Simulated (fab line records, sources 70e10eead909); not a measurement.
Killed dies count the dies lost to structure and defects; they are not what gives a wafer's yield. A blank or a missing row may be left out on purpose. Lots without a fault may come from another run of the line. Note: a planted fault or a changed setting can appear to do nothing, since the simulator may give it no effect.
Which tool is to blame? + flow nandHarc + Sampling: 11 lots, 33 wafers, 3 of 1159 route steps

WHAT EACH GAUGE READ, for each wafer
NHARC_A_BLC_INSPECT_12.
| lot  | measured     | on               | rawDefectCount |
|------|--------------|------------------|----------------|
| L076 | day 17 15:00 | defectInspect-02 | 32 30 16       |
| L079 | day 17 21:55 | defectInspect-01 | 27 18 27       |
| L078 | day 18 19:21 | defectInspect-02 | 16 30 18       |
| L084 | day 19 12:18 | defectInspect-02 | 28 25 27       |
| L083 | day 19 18:33 | defectInspect-01 | 30 39 24       |
| L087 | day 20 11:06 | defectInspect-02 | 35 38 25       |
| L089 | day 21 03:52 | defectInspect-02 | 38 25 32       |
| L090 | day 21 15:08 | defectInspect-01 | 55 63 46       |
| L092 | day 21 17:03 | defectInspect-02 | 36 28 38       |
| L095 | day 23 09:35 | defectInspect-01 | 21 16 16       |
| L097 | day 23 10:56 | defectInspect-01 | 44 43 37       |

EACH LOT AND THE TOOL THAT RAN IT (in order: tool; ch and the chambers of the sampled wafers; start)
| lot  | NHARC_A_CONTACT_ETCH_137           | NHARC_A_CONTACT_ETCH_98                      |
|------|------------------------------------|----------------------------------------------|
| L076 | harCapEtch-02 ch 0,1, day 17 10:38 | rieDiel-04 ch 2,3, day 17 15:00 or earlier   |
| L079 | harCapEtch-02 ch 0, day 17 16:43   | rieDiel-02 ch 0,1,3, day 17 17:32            |
| L078 | harCapEtch-01 ch 0,1, day 18 15:22 | rieDiel-02 ch 1,2, day 18 19:21 or earlier   |
| L084 | harCapEtch-02 ch 0,1, day 19 02:32 | rieDiel-08 ch 2,3, day 19 12:18 or earlier   |
| L083 | harCapEtch-03 ch 0,1, day 19 09:20 | rieDiel-02 ch 0,1,3, day 19 18:33 or earlier |
| L087 | harCapEtch-01 ch 0,1, day 20 03:57 | rieDiel-04 ch 1,2,3, day 20 11:06 or earlier |
| L089 | harCapEtch-02 ch 0, day 20 20:40   | rieDiel-02 ch 1,3, day 20 21:28              |
| L090 | harCapEtch-02 ch 0,1, day 21 09:54 | rieDiel-02 ch 1,3, day 21 15:08 or earlier   |
| L092 | harCapEtch-03 ch 1, day 21 11:04   | rieDiel-02 ch 0,1, day 21 17:03 or earlier   |
| L095 | harCapEtch-01 ch 0,1, day 22 19:26 | rieDiel-08 ch 0,1,2, day 22 21:10            |
| L097 | harCapEtch-02 ch 0,1, day 23 04:00 | rieDiel-02 ch 1,2, day 23 10:56 or earlier   |
- NHARC_A_CONTACT_ETCH_137: etches the open film in C4F8/O2/Ar, time 132 s, target depth 1287 nm.
- NHARC_A_CONTACT_ETCH_98: etches the open film in C4F6/O2, target depth 20 nm, time 10 s.

THE ANSWER, worked out from the rows above alone
Rule: the lots themselves supply what counts as usual. The widest of any qualifying gaps counts: lots, ordered by their means at a reading, are off when they make up no more than a third of the lots, leave a main group of 4 or more, and stand apart from it by 3 or more times the standard deviation of that group's means. A main group whose means are all the same, to the digits that the tables above print for the reading, isn't used. A lot without any number at a reading at which 4 lots or more have one is off too. Any other lot the step has rows for is counted as sound.
No lot is off on any of the readings shown, so nothing can be concluded from this.

WHAT HAD BEEN PUT IN BY THE SIMULATOR
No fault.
